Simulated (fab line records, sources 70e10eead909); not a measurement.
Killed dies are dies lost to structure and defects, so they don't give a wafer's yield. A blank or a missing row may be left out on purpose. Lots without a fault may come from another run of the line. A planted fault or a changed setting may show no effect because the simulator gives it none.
Which tool did it? | flow nand_harc | 24 lots, 72 wafers sampled, at 5 steps of a route of 1159

WHAT THE GAUGES READ, wafer by wafer
NHARC_A_CONTACT_CD_MEAS_53. Usual: cd_nm 190.0 nm, standard deviation 0.72.
lot  | measured     | on        | cd_nm (nm)        | flag
L074 | day 16 13:26 | cd_sem-02 | 188.1 189.0 189.9 |
L075 | day 16 18:41 | cd_sem-01 | 190.5 190.3 190.1 |
L077 | day 16 15:31 | cd_sem-03 | 190.5 190.1 190.4 |
L078 | day 17 04:22 | cd_sem-03 | 190.1 190.0 190.0 |
L076 | day 16 23:31 | cd_sem-02 | 190.0 191.2 191.2 |
L079 | day 17 23:50 | cd_sem-02 | 190.3 190.9 190.5 |
L084 | day 18 06:16 | cd_sem-02 | 190.0 189.8 189.9 |
L080 | day 18 11:55 | cd_sem-01 | 190.0 190.8 190.2 |
L082 | day 18 18:34 | cd_sem-03 | 188.7 189.2 189.0 |
L083 | day 18 20:17 | cd_sem-01 | 190.9 190.3 190.4 |
L081 | day 18 23:23 | cd_sem-02 | 190.2 189.9 190.6 |
L086 | day 19 08:59 | cd_sem-03 | 189.1 188.6 188.0 |
L085 | day 19 08:38 | cd_sem-03 | 188.5 190.2 190.0 |
L087 | day 19 12:49 | cd_sem-01 | 190.4 190.4 190.4 |
L088 | day 19 22:06 | cd_sem-03 | 189.6 190.5 190.8 |
L089 | day 20 09:49 | cd_sem-02 | 190.0 189.7 190.9 |
L091 | day 20 09:21 | cd_sem-03 | 190.9 190.8 190.3 |
L092 | day 20 18:01 | cd_sem-02 | 189.8 190.8 190.1 |
L090 | day 20 16:28 | cd_sem-03 | 189.0 189.8 189.7 |
L094 | day 21 00:51 | cd_sem-03 | 189.6 189.8 189.9 |
L093 | day 20 23:54 | cd_sem-01 | 189.4 189.3 188.3 |
L095 | day 22 04:32 | cd_sem-03 | 190.3 189.7 189.9 |
L097 | day 22 06:52 | cd_sem-03 | 189.0 188.9 189.4 |
L096 | day 22 11:24 | cd_sem-03 | 189.7 189.4 190.7 |

WHICH TOOL RAN EACH LOT (tool, then ch and the chambers of the sampled wafers, then the start)
lot  | NHARC_A_WL_FILL_ALD_00           | NHARC_A_WL_FILL_ETCHBACK_16                   | NHARC_A_WL_FILL_CVD_20                   | NHARC_A_CONTACT_ETCH_123
L074 | ald_hk-04 ch 2,3, day 14 23:37   | rie_diel-03 ch 2,3, day 16 12:30 or earlier   | cvd_w-01 ch 0,1, day 16 12:30 or earlier | har_cap_etch-02 ch 0,1, day 16 12:30
L075 | ald_hk-01 ch 0,1,3, day 15 05:31 | rie_diel-02 ch 1,2,3, day 16 17:51 or earlier | cvd_w-01 ch 0,1, day 16 17:51 or earlier | har_cap_etch-03 ch 0,1, day 16 17:51
L077 | ald_hk-01 ch 1,2, day 15 05:51   | rie_diel-05 ch 1,3, day 16 14:42 or earlier   | cvd_w-02 ch 0,1, day 16 14:42 or earlier | har_cap_etch-03 ch 0,1, day 16 14:42
L078 | ald_hk-02 ch 0,2, day 15 12:29   | rie_diel-02 ch 0,1, day 17 03:33 or earlier   | cvd_w-02 ch 0,1, day 17 03:33 or earlier | har_cap_etch-02 ch 0,1, day 17 03:33
L076 | ald_hk-02 ch 1,3, day 15 12:41   | rie_diel-03 ch 2,3, day 16 22:34 or earlier   | cvd_w-01 ch 0,1, day 16 22:34 or earlier | har_cap_etch-03 ch 1, day 16 22:34
L079 | ald_hk-02 ch 1,2,3, day 16 09:46 | rie_diel-03 ch 1,2, day 17 23:04 or earlier   | cvd_w-02 ch 0,1, day 17 23:04 or earlier | har_cap_etch-01 ch 0,1, day 17 23:04
L084 | ald_hk-01 ch 0,1, day 16 20:54   | rie_diel-02 ch 0,1, day 18 05:33 or earlier   | cvd_w-02 ch 0,1, day 18 05:33 or earlier | har_cap_etch-03 ch 0,1, day 18 05:33
L080 | ald_hk-04 ch 0,2,3, day 16 20:58 | rie_diel-02 ch 0,3, day 18 11:14 or earlier   | cvd_w-01 ch 0,1, day 18 11:14 or earlier | har_cap_etch-01 ch 0,1, day 18 11:14
L082 | ald_hk-01 ch 1,2, day 16 21:06   | rie_diel-02 ch 1,2, day 18 17:47 or earlier   | cvd_w-01 ch 0,1, day 18 17:47 or earlier | har_cap_etch-02 ch 0,1, day 18 17:47
L083 | ald_hk-04 ch 0,2,3, day 16 21:06 | rie_diel-05 ch 2,3, day 18 19:29 or earlier   | cvd_w-02 ch 0,1, day 18 19:29 or earlier | har_cap_etch-03 ch 0,1, day 18 19:29
L081 | ald_hk-01 ch 1,3, day 17 02:56   | rie_diel-02 ch 1,2,3, day 18 22:40 or earlier | cvd_w-01 ch 0,1, day 18 22:40 or earlier | har_cap_etch-01 ch 0,1, day 18 22:40
L086 | ald_hk-02 ch 0,2, day 17 20:54   | rie_diel-03 ch 1,3, day 19 08:11 or earlier   | cvd_w-02 ch 0,1, day 19 08:11 or earlier | har_cap_etch-01 ch 0,1, day 19 08:11
L085 | ald_hk-04 ch 0,1,3, day 17 20:54 | rie_diel-02 ch 0,2, day 19 07:52 or earlier   | cvd_w-01 ch 0,1, day 19 07:52 or earlier | har_cap_etch-02 ch 0,1, day 19 07:52
L087 | ald_hk-01 ch 0,1,3, day 17 20:58 | rie_diel-02 ch 1,2, day 19 12:07 or earlier   | cvd_w-02 ch 0,1, day 19 12:07 or earlier | har_cap_etch-01 ch 0,1, day 19 12:07
L088 | ald_hk-01 ch 2,3, day 18 10:22   | rie_diel-03 ch 0,1, day 19 21:17 or earlier   | cvd_w-02 ch 0,1, day 19 21:17 or earlier | har_cap_etch-03 ch 0,1, day 19 21:17
L089 | ald_hk-02 ch 0,1,2, day 18 22:16 | rie_diel-05 ch 0,1,3, day 20 09:02 or earlier | cvd_w-01 ch 0,1, day 20 09:02 or earlier | har_cap_etch-03 ch 0,1, day 20 09:02
L091 | ald_hk-02 ch 0,3, day 18 22:26   | rie_diel-03 ch 2,3, day 20 08:41 or earlier   | cvd_w-02 ch 0,1, day 20 08:41 or earlier | har_cap_etch-02 ch 0,1, day 20 08:41
L092 | ald_hk-02 ch 0,1,2, day 19 05:07 | rie_diel-02 ch 0,2,3, day 20 16:32 or earlier | cvd_w-01 ch 0,1, day 20 16:32 or earlier | har_cap_etch-03 ch 0,1, day 20 16:32
L090 | ald_hk-04 ch 0,1,3, day 19 05:09 | rie_diel-02 ch 0,1,2, day 20 15:47 or earlier | cvd_w-02 ch 0,1, day 20 15:47 or earlier | har_cap_etch-02 ch 0,1, day 20 15:47
L094 | ald_hk-01 ch 0,2,3, day 19 11:00 | rie_diel-02 ch 0,3, day 21 00:03 or earlier   | cvd_w-02 ch 0,1, day 21 00:03 or earlier | har_cap_etch-01 ch 0,1, day 21 00:03
L093 | ald_hk-01 ch 0,1,3, day 19 11:05 | rie_diel-03 ch 0,2,3, day 20 23:02 or earlier | cvd_w-01 ch 0,1, day 20 23:02 or earlier | har_cap_etch-03 ch 0,1, day 20 23:02
L095 | ald_hk-01 ch 0,2,3, day 20 04:21 | rie_diel-03 ch 0,3, day 21 05:30              | cvd_w-01 ch 1, day 22 03:37 or earlier   | har_cap_etch-03 ch 0,1, day 22 03:37
L097 | ald_hk-04 ch 1,3, day 20 15:35   | rie_diel-02 ch 1,2, day 22 06:02 or earlier   | cvd_w-02 ch 0,1, day 22 06:02 or earlier | har_cap_etch-02 ch 0,1, day 22 06:02
L096 | ald_hk-04 ch 0,1,3, day 20 22:20 | rie_diel-02 ch 0,2,3, day 22 10:07 or earlier | cvd_w-01 ch 0,1, day 22 10:07 or earlier | har_cap_etch-01 ch 0,1, day 22 10:07
- NHARC_A_WL_FILL_ALD_00: deposits Al2O3, target thk 3 nm, pulse time 3 s, ald cycles 30.
- NHARC_A_WL_FILL_ETCHBACK_16: etches the open film in C4F8/O2/Ar, target depth 88 nm, time 17.6 s.
- NHARC_A_WL_FILL_CVD_20: deposits W, target thk 75 nm, time 5064 s.
- NHARC_A_CONTACT_ETCH_123: etches the open film in C4F8/O2/Ar, time 253 s, target depth 1090 nm.

WHAT THE TOOLS THEMSELVES READ (means of the sampled wafers that have a number; where no wafer has one, the mark that the record gives instead)
NHARC_A_WL_FILL_ALD_00. Usual: heater_power_w 504 W, standard deviation 65; precursor_pulse_height_rel 0.998, standard deviation 0.02.
lot  | tool      | heater_power_w (W) | precursor_pulse_height_rel | flag
L074 | ald_hk-04 | 503                | 1.007                      |
L075 | ald_hk-01 | 521                | 1.005                      |
L077 | ald_hk-01 | 548                | 0.987                      |
L078 | ald_hk-02 | 541                | 1.014                      |
L076 | ald_hk-02 | 441                | 0.982                      |
L079 | ald_hk-02 | 458                | 0.990                      |
L084 | ald_hk-01 | 541                | 0.990                      |
L080 | ald_hk-04 | 476                | 0.999                      |
L082 | ald_hk-01 | 561                | 0.984                      |
L083 | ald_hk-04 | 469                | 0.985                      |
L081 | ald_hk-01 | 560                | 1.022                      |
L086 | ald_hk-02 | 544                | 0.985                      |
L085 | ald_hk-04 | 511                | 0.989                      |
L087 | ald_hk-01 | 518                | 1.004                      |
L088 | ald_hk-01 | 530                | 1.000                      |
L089 | ald_hk-02 | 515                | 1.029                      |
L091 | ald_hk-02 | 556                | 1.007                      |
L092 | ald_hk-02 | 517                | 0.995                      |
L090 | ald_hk-04 | 524                | 1.009                      |
L094 | ald_hk-01 | 497                | 1.007                      |
L093 | ald_hk-01 | 512                | 1.016                      |
L095 | ald_hk-01 | 501                | 0.996                      |
L097 | ald_hk-04 | 564                | 1.006                      |
L096 | ald_hk-04 | 515                | 0.998                      |

NHARC_A_WL_FILL_ETCHBACK_16. Usual: bias_w 799.7 W, standard deviation 2.3; oes_product_au 0.97 a.u., standard deviation 0.035; rf_vpp_V 721 V, standard deviation 4.8.
lot  | tool        | bias_w (W) | oes_product_au (a.u.) | rf_vpp_V (V) | flag
L074 | rie_diel-03 | 801.8      | 0.91                  | 728          |
L075 | rie_diel-02 | 799.6      | 0.99                  | 717          |
L077 | rie_diel-05 | 799.2      | 1.02                  | 722          |
L078 | rie_diel-02 | 800.0      | 0.98                  | 717          |
L076 | rie_diel-03 | 797.9      | 0.92                  | 728          |
L079 | rie_diel-03 | 798.3      | 0.92                  | 727          |
L084 | rie_diel-02 | 797.1      | 0.97                  | 717          |
L080 | rie_diel-02 | 800.4      | 0.98                  | 716          |
L082 | rie_diel-02 | 799.1      | 0.98                  | 718          |
L083 | rie_diel-05 | 798.9      | 0.98                  | 719          |
L081 | rie_diel-02 | 800.1      | 0.99                  | 718          |
L086 | rie_diel-03 | 799.3      | 0.99                  | 727          |
L085 | rie_diel-02 | 799.6      | 1.00                  | 717          |
L087 | rie_diel-02 | 799.9      | 0.99                  | 718          |
L088 | rie_diel-03 | 797.9      | 1.00                  | 722          |
L089 | rie_diel-05 | 800.0      | 1.01                  | 725          |
L091 | rie_diel-03 | 798.4      | 0.99                  | 728          |
L092 | rie_diel-02 | 801.7      | 0.98                  | 717          |
L090 | rie_diel-02 | 799.6      | 0.98                  | 717          |
L094 | rie_diel-02 | 799.4      | 0.90                  | 717          |
L093 | rie_diel-03 | 800.9      | 0.99                  | 725          |
L095 | rie_diel-03 | 800.5      | 1.00                  | 723          |
L097 | rie_diel-02 | 800.0      | 0.92                  | 718          |
L096 | rie_diel-02 | 801.2      | 0.95                  | 718          |

NHARC_A_WL_FILL_CVD_20. Usual: heater_power_w 455 W, standard deviation 23; throttle_valve_pct 7.7 %, standard deviation 0.45.
lot  | tool     | heater_power_w (W) | throttle_valve_pct (%) | flag
L074 | cvd_w-01 | 446                | 7.6                    |
L075 | cvd_w-01 | 447                | 7.6                    |
L077 | cvd_w-02 | 452                | 7.9                    |
L078 | cvd_w-02 | 471                | 8.1                    |
L076 | cvd_w-01 | 445                | 7.6                    |
L079 | cvd_w-02 | 468                | 7.9                    |
L084 | cvd_w-02 | 458                | 7.3                    |
L080 | cvd_w-01 | 441                | 7.7                    |
L082 | cvd_w-01 | 446                | 7.7                    |
L083 | cvd_w-02 | 459                | 7.4                    |
L081 | cvd_w-01 | 446                | 7.6                    |
L086 | cvd_w-02 | 454                | 7.5                    |
L085 | cvd_w-01 | 441                | 7.7                    |
L087 | cvd_w-02 | 463                | 8.0                    |
L088 | cvd_w-02 | 443                | 7.5                    |
L089 | cvd_w-01 | 444                | 7.7                    |
L091 | cvd_w-02 | 472                | 7.9                    |
L092 | cvd_w-01 | 451                | 7.7                    |
L090 | cvd_w-02 | 464                | 7.5                    |
L094 | cvd_w-02 | 471                | 8.1                    |
L093 | cvd_w-01 | 444                | 7.8                    |
L095 | cvd_w-01 | 454                | 7.7                    |
L097 | cvd_w-02 | 473                | 8.0                    |
L096 | cvd_w-01 | 442                | 7.9                    |

THE ANSWER, worked out from the rows above alone
Rule: a lot is off if the mean of its wafers that have a number lies more than 3 standard deviations from the usual mean. A lot without any number at a reading at which 4 lots or more have one is off too. The other lots that the step has rows for count as sound. The gauges are gone through in route order, then the tools' own readings, and for those a lot's mean is taken as printed above. The first step at which some lot is off is used, and at that step the reading that is off furthest; a lot without a number counts as furthest.
No lot is off at any reading shown: from this, nothing can be told.

WHAT THE SIMULATOR HAD PUT IN
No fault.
